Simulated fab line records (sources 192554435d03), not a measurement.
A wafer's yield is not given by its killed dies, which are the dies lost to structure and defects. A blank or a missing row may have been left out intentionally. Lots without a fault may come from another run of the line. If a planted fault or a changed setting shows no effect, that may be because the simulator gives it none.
The tool behind it: which one? + flow n5 finfet + 24 lots, 72 wafers sampled, at 6 steps of a route of 1938

== WHAT THE GAUGES SHOWED, per wafer ==
N5_BEOL_M13_INSPECT_12: inspects for defects (macro). Usual: 2.1 for raw defect count, sd 1.3.
| lot  | measured     | on                | raw defect count | flag |
|------|--------------|-------------------|------------------|------|
| L076 | day 12 02:26 | defect inspect-01 | 2 1 5            |      |
| L077 | day 12 07:09 | defect inspect-01 | 2 3 1            |      |
| L078 | day 12 18:25 | defect inspect-02 | 4 1 2            |      |
| L075 | day 12 18:59 | defect inspect-01 | 4 3 1            |      |
| L074 | day 12 23:50 | defect inspect-02 | 4 3 3            |      |
| L079 | day 13 01:39 | defect inspect-01 | 3 4 1            |      |
| L082 | day 13 10:00 | defect inspect-01 | 0 0 3            |      |
| L080 | day 13 11:14 | defect inspect-01 | 2 1 3            |      |
| L081 | day 13 17:29 | defect inspect-02 | 2 0 2            |      |
| L084 | day 14 08:10 | defect inspect-01 | 2 2 1            |      |
| L083 | day 14 21:31 | defect inspect-01 | 0 2 2            |      |
| L085 | day 15 11:44 | defect inspect-01 | 2 0 1            |      |
| L087 | day 15 15:57 | defect inspect-01 | 1 0 1            |      |
| L086 | day 15 16:43 | defect inspect-02 | 1 1 3            |      |
| L088 | day 16 02:51 | defect inspect-01 | 2 3 4            |      |
| L090 | day 16 12:44 | defect inspect-01 | 1 3 3            |      |
| L089 | day 16 16:25 | defect inspect-01 | 2 0 1            |      |
| L091 | day 17 21:07 | defect inspect-02 | 5 1 1            |      |
| L094 | day 18 06:26 | defect inspect-01 | 1 4 3            |      |
| L092 | day 18 12:44 | defect inspect-02 | 3 3 0            |      |
| L093 | day 18 12:48 | defect inspect-02 | 2 1 5            |      |
| L096 | day 18 20:53 | defect inspect-02 | 2 0 3            |      |
| L095 | day 19 06:56 | defect inspect-02 | 3 4 3            |      |
| L097 | day 20 03:02 | defect inspect-01 | 1 2 2            |      |

N5_BEOL_M13_OVL_MEAS_29. Usual: M13_OVL -1 nm, standard deviation 4.8.
| lot  | measured     | on         | M13_OVL (nm) | flag |
|------|--------------|------------|--------------|------|
| L076 | day 12 03:22 | overlay-01 | -1 4 6       |      |
| L077 | day 12 08:07 | overlay-01 | -6 2 3       |      |
| L078 | day 12 19:20 | overlay-01 | 3 -4 -6      |      |
| L075 | day 12 20:01 | overlay-01 | 1 -4 -1      |      |
| L074 | day 13 00:46 | overlay-01 | -2 8 -2      |      |
| L079 | day 13 02:35 | overlay-01 | -5 2 -3      |      |
| L082 | day 13 11:11 | overlay-01 | -11 0 -6     |      |
| L080 | day 13 12:16 | overlay-01 | 0 5 4        |      |
| L081 | day 13 18:32 | overlay-01 | -1 -7 -1     |      |
| L084 | day 14 09:08 | overlay-02 | -5 3 -12     |      |
| L083 | day 14 22:34 | overlay-01 | 0 -5 4       |      |
| L085 | day 15 12:40 | overlay-01 | -2 -3 1      |      |
| L087 | day 15 16:59 | overlay-02 | -3 -2 -1     |      |
| L086 | day 15 17:45 | overlay-02 | -2 -1 6      |      |
| L088 | day 16 03:46 | overlay-02 | -2 4 -3      |      |
| L090 | day 16 13:40 | overlay-01 | -1 6 7       |      |
| L089 | day 16 17:28 | overlay-02 | 5 5 5        |      |
| L091 | day 17 22:10 | overlay-02 | -5 2 -1      |      |
| L094 | day 18 07:21 | overlay-01 | 8 0 -4       |      |
| L092 | day 18 13:40 | overlay-01 | -5 -11 0     |      |
| L093 | day 18 13:43 | overlay-01 | -3 -10 -9    |      |
| L096 | day 18 21:49 | overlay-02 | -2 -9 -3     |      |
| L095 | day 19 07:59 | overlay-01 | -2 3 1       |      |
| L097 | day 20 04:05 | overlay-01 | -2 0 -4      |      |

== EACH LOT AND THE TOOL THAT RAN IT (in order: tool; ch and the chambers of the sampled wafers; start) ==
| lot  | N5_BEOL_M12_PRE_CLEAN_42     | N5_BEOL_M12_SPUTTER_43       | N5_BEOL_M12_SPUTTER_44       | N5_BEOL_M13_ILD_DEP_00          |
|------|------------------------------|------------------------------|------------------------------|---------------------------------|
| L076 | pvd sputter-01, day 12 00:32 | pvd sputter-01, day 12 00:34 | pvd sputter-01, day 12 00:39 | pecvd-01 ch 0,1,2, day 12 01:48 |
| L077 | pvd sputter-02, day 12 05:22 | pvd sputter-02, day 12 05:24 | pvd sputter-02, day 12 05:29 | pecvd-04 ch 0,1,2, day 12 06:38 |
| L078 | pvd sputter-02, day 12 16:32 | pvd sputter-02, day 12 16:35 | pvd sputter-02, day 12 16:40 | pecvd-04 ch 0,1,2, day 12 17:47 |
| L075 | pvd sputter-02, day 12 17:11 | pvd sputter-02, day 12 17:13 | pvd sputter-02, day 12 17:18 | pecvd-04 ch 1,2, day 12 18:28   |
| L074 | pvd sputter-03, day 12 22:03 | pvd sputter-03, day 12 22:05 | pvd sputter-03, day 12 22:10 | pecvd-02 ch 0,2, day 12 23:20   |
| L079 | pvd sputter-01, day 12 23:52 | pvd sputter-01, day 12 23:54 | pvd sputter-01, day 12 23:59 | pecvd-04 ch 1,2, day 13 01:08   |
| L082 | pvd sputter-02, day 13 08:15 | pvd sputter-02, day 13 08:17 | pvd sputter-02, day 13 08:22 | pecvd-02 ch 0,2, day 13 09:29   |
| L080 | pvd sputter-02, day 13 09:29 | pvd sputter-02, day 13 09:32 | pvd sputter-02, day 13 09:37 | pecvd-01 ch 0,2, day 13 10:44   |
| L081 | pvd sputter-03, day 13 15:39 | pvd sputter-03, day 13 15:41 | pvd sputter-03, day 13 15:46 | pecvd-04 ch 0,2, day 13 16:58   |
| L084 | pvd sputter-01, day 14 06:17 | pvd sputter-01, day 14 06:20 | pvd sputter-01, day 14 06:25 | pecvd-01 ch 0,1,2, day 14 07:32 |
| L083 | pvd sputter-01, day 14 19:39 | pvd sputter-01, day 14 19:41 | pvd sputter-01, day 14 19:46 | pecvd-02 ch 0,2, day 14 20:53   |
| L085 | pvd sputter-02, day 15 09:41 | pvd sputter-02, day 15 09:44 | pvd sputter-02, day 15 09:49 | pecvd-02 ch 1,2, day 15 11:06   |
| L087 | pvd sputter-01, day 15 14:10 | pvd sputter-01, day 15 14:13 | pvd sputter-01, day 15 14:17 | pecvd-02 ch 0,1,2, day 15 15:25 |
| L086 | pvd sputter-02, day 15 14:58 | pvd sputter-02, day 15 15:00 | pvd sputter-02, day 15 15:05 | pecvd-02 ch 0,1,2, day 15 16:12 |
| L088 | pvd sputter-01, day 16 00:59 | pvd sputter-01, day 16 01:01 | pvd sputter-01, day 16 01:06 | pecvd-02 ch 0,1,2, day 16 02:13 |
| L090 | pvd sputter-01, day 16 10:54 | pvd sputter-01, day 16 10:56 | pvd sputter-01, day 16 11:01 | pecvd-04 ch 0,1,2, day 16 12:14 |
| L089 | pvd sputter-02, day 16 14:40 | pvd sputter-02, day 16 14:43 | pvd sputter-02, day 16 14:47 | pecvd-04 ch 1,2, day 16 15:55   |
| L091 | pvd sputter-03, day 17 19:06 | pvd sputter-03, day 17 19:08 | pvd sputter-03, day 17 19:13 | pecvd-01 ch 0,2, day 17 20:33   |
| L094 | pvd sputter-03, day 18 04:39 | pvd sputter-03, day 18 04:41 | pvd sputter-03, day 18 04:46 | pecvd-01 ch 0,2, day 18 05:55   |
| L092 | pvd sputter-03, day 18 10:30 | pvd sputter-03, day 18 10:32 | pvd sputter-03, day 18 10:37 | pecvd-04 ch 0,2, day 18 12:06   |
| L093 | pvd sputter-01, day 18 10:46 | pvd sputter-01, day 18 10:48 | pvd sputter-01, day 18 10:53 | pecvd-04 ch 0,1, day 18 12:17   |
| L096 | pvd sputter-02, day 18 19:01 | pvd sputter-02, day 18 19:03 | pvd sputter-02, day 18 19:08 | pecvd-02 ch 0,1, day 18 20:15   |
| L095 | pvd sputter-02, day 19 04:48 | pvd sputter-02, day 19 04:50 | pvd sputter-02, day 19 04:55 | pecvd-04 ch 1,2, day 19 06:19   |
| L097 | pvd sputter-01, day 20 00:57 | pvd sputter-01, day 20 00:59 | pvd sputter-01, day 20 01:04 | pecvd-02 ch 0,2, day 20 02:32   |
- N5_BEOL_M12_PRE_CLEAN_42: time 30 s.
- N5_BEOL_M12_SPUTTER_43: material TaN, target thk 15 nm, time 24.19 s.
- N5_BEOL_M12_SPUTTER_44: material Ta, target thk 10 nm, time 16.13 s.
- N5_BEOL_M13_ILD_DEP_00: deposits SiOC from DEMS/O2, target thk 837.92 nm, time 166.4 s.

== WHAT THE TOOLS THEMSELVES READ (means of the sampled wafers that have a number; where no wafer has one, the mark that the record gives instead) ==
N5_BEOL_M12_PRE_CLEAN_42. Usual: 337 W for heater power w, sd 34.
| lot  | tool           | heater power w (W) | flag |
|------|----------------|--------------------|------|
| L076 | pvd sputter-01 | 343                |      |
| L077 | pvd sputter-02 | 313                |      |
| L078 | pvd sputter-02 | 353                |      |
| L075 | pvd sputter-02 | 342                |      |
| L074 | pvd sputter-03 | 360                |      |
| L079 | pvd sputter-01 | 306                |      |
| L082 | pvd sputter-02 | 354                |      |
| L080 | pvd sputter-02 | 355                |      |
| L081 | pvd sputter-03 | 352                |      |
| L084 | pvd sputter-01 | 302                |      |
| L083 | pvd sputter-01 | 311                |      |
| L085 | pvd sputter-02 | 318                |      |
| L087 | pvd sputter-01 | 287                |      |
| L086 | pvd sputter-02 | 344                |      |
| L088 | pvd sputter-01 | 324                |      |
| L090 | pvd sputter-01 | 314                |      |
| L089 | pvd sputter-02 | 322                |      |
| L091 | pvd sputter-03 | 363                |      |
| L094 | pvd sputter-03 | 372                |      |
| L092 | pvd sputter-03 | 355                |      |
| L093 | pvd sputter-01 | 309                |      |
| L096 | pvd sputter-02 | 312                |      |
| L095 | pvd sputter-02 | 340                |      |
| L097 | pvd sputter-01 | 347                |      |

N5_BEOL_M12_SPUTTER_43. Usual: 29.6 % for throttle valve pct, sd 0.75.
| lot  | tool           | throttle valve pct (%) | flag |
|------|----------------|------------------------|------|
| L076 | pvd sputter-01 | 29.3                   |      |
| L077 | pvd sputter-02 | 29.7                   |      |
| L078 | pvd sputter-02 | 29.0                   |      |
| L075 | pvd sputter-02 | 29.7                   |      |
| L074 | pvd sputter-03 | 30.0                   |      |
| L079 | pvd sputter-01 | 29.9                   |      |
| L082 | pvd sputter-02 | 29.0                   |      |
| L080 | pvd sputter-02 | 30.1                   |      |
| L081 | pvd sputter-03 | 30.2                   |      |
| L084 | pvd sputter-01 | 29.6                   |      |
| L083 | pvd sputter-01 | 29.9                   |      |
| L085 | pvd sputter-02 | 28.9                   |      |
| L087 | pvd sputter-01 | 29.9                   |      |
| L086 | pvd sputter-02 | 29.7                   |      |
| L088 | pvd sputter-01 | 29.3                   |      |
| L090 | pvd sputter-01 | 29.6                   |      |
| L089 | pvd sputter-02 | 29.0                   |      |
| L091 | pvd sputter-03 | 30.4                   |      |
| L094 | pvd sputter-03 | 30.0                   |      |
| L092 | pvd sputter-03 | 29.9                   |      |
| L093 | pvd sputter-01 | 29.8                   |      |
| L096 | pvd sputter-02 | 28.5                   |      |
| L095 | pvd sputter-02 | 29.2                   |      |
| L097 | pvd sputter-01 | 29.4                   |      |

N5_BEOL_M12_SPUTTER_44. Usual: 29.6 % for throttle valve pct, sd 0.75.
| lot  | tool           | throttle valve pct (%) | flag |
|------|----------------|------------------------|------|
| L076 | pvd sputter-01 | 29.3                   |      |
| L077 | pvd sputter-02 | 29.7                   |      |
| L078 | pvd sputter-02 | 29.0                   |      |
| L075 | pvd sputter-02 | 29.7                   |      |
| L074 | pvd sputter-03 | 30.0                   |      |
| L079 | pvd sputter-01 | 29.9                   |      |
| L082 | pvd sputter-02 | 29.0                   |      |
| L080 | pvd sputter-02 | 30.1                   |      |
| L081 | pvd sputter-03 | 30.3                   |      |
| L084 | pvd sputter-01 | 29.5                   |      |
| L083 | pvd sputter-01 | 29.9                   |      |
| L085 | pvd sputter-02 | 29.1                   |      |
| L087 | pvd sputter-01 | 29.9                   |      |
| L086 | pvd sputter-02 | 29.8                   |      |
| L088 | pvd sputter-01 | 29.3                   |      |
| L090 | pvd sputter-01 | 29.6                   |      |
| L089 | pvd sputter-02 | 28.8                   |      |
| L091 | pvd sputter-03 | 30.4                   |      |
| L094 | pvd sputter-03 | 30.0                   |      |
| L092 | pvd sputter-03 | 29.8                   |      |
| L093 | pvd sputter-01 | 29.8                   |      |
| L096 | pvd sputter-02 | 28.5                   |      |
| L095 | pvd sputter-02 | 29.4                   |      |
| L097 | pvd sputter-01 | 29.3                   |      |

N5_BEOL_M13_ILD_DEP_00. Usual: heater power w 489 W, standard deviation 78; showerhead plenum p Torr 5.693 Torr, standard deviation 0.013; throttle valve pct 11.9 %, standard deviation 0.47.
| lot  | tool     | heater power w (W) | showerhead plenum p Torr (Torr) | throttle valve pct (%) | flag |
|------|----------|--------------------|---------------------------------|------------------------|------|
| L076 | pecvd-01 | 520                | 5.692                           | 11.9                   |      |
| L077 | pecvd-04 | 504                | 5.682                           | 11.9                   |      |
| L078 | pecvd-04 | 528                | 5.697                           | 11.9                   |      |
| L075 | pecvd-04 | 431                | 5.701                           | 11.8                   |      |
| L074 | pecvd-02 | 447                | 5.700                           | 11.8                   |      |
| L079 | pecvd-04 | 408                | 5.694                           | 11.9                   |      |
| L082 | pecvd-02 | 421                | 5.693                           | 11.9                   |      |
| L080 | pecvd-01 | 535                | 5.686                           | 11.7                   |      |
| L081 | pecvd-04 | 558                | 5.691                           | 12.0                   |      |
| L084 | pecvd-01 | 544                | 5.695                           | 11.9                   |      |
| L083 | pecvd-02 | 440                | 5.690                           | 12.3                   |      |
| L085 | pecvd-02 | 525                | 5.694                           | 11.6                   |      |
| L087 | pecvd-02 | 421                | 5.691                           | 11.9                   |      |
| L086 | pecvd-02 | 437                | 5.701                           | 11.9                   |      |
| L088 | pecvd-02 | 473                | 5.697                           | 11.9                   |      |
| L090 | pecvd-04 | 496                | 5.689                           | 12.0                   |      |
| L089 | pecvd-04 | 416                | 5.685                           | 12.0                   |      |
| L091 | pecvd-01 | 554                | 5.688                           | 12.1                   |      |
| L094 | pecvd-01 | 554                | 5.683                           | 11.6                   |      |
| L092 | pecvd-04 | 536                | 5.692                           | 11.9                   |      |
| L093 | pecvd-04 | 425                | 5.691                           | 12.1                   |      |
| L096 | pecvd-02 | 496                | 5.699                           | 12.1                   |      |
| L095 | pecvd-04 | 443                | 5.694                           | 12.0                   |      |
| L097 | pecvd-02 | 425                | 5.703                           | 12.0                   |      |

== THE ANSWER, worked out from the rows above alone ==
Rule: lot off if the mean of its wafers having a number is beyond 3 standard deviations from the usual mean. A lot without any number at a reading at which 4 lots or more have one is off too. Any other lot the step has rows for is counted as sound. The gauges are gone through in route order, then the tools' own readings, and for those a lot's mean is taken as printed above. The first step at which some lot is off is used, and at that step the reading that is off furthest; a lot without a number counts as furthest.
No lot is off on any of the readings shown, so nothing can be concluded from this.

== WHAT WAS PUT IN BY THE SIMULATOR ==
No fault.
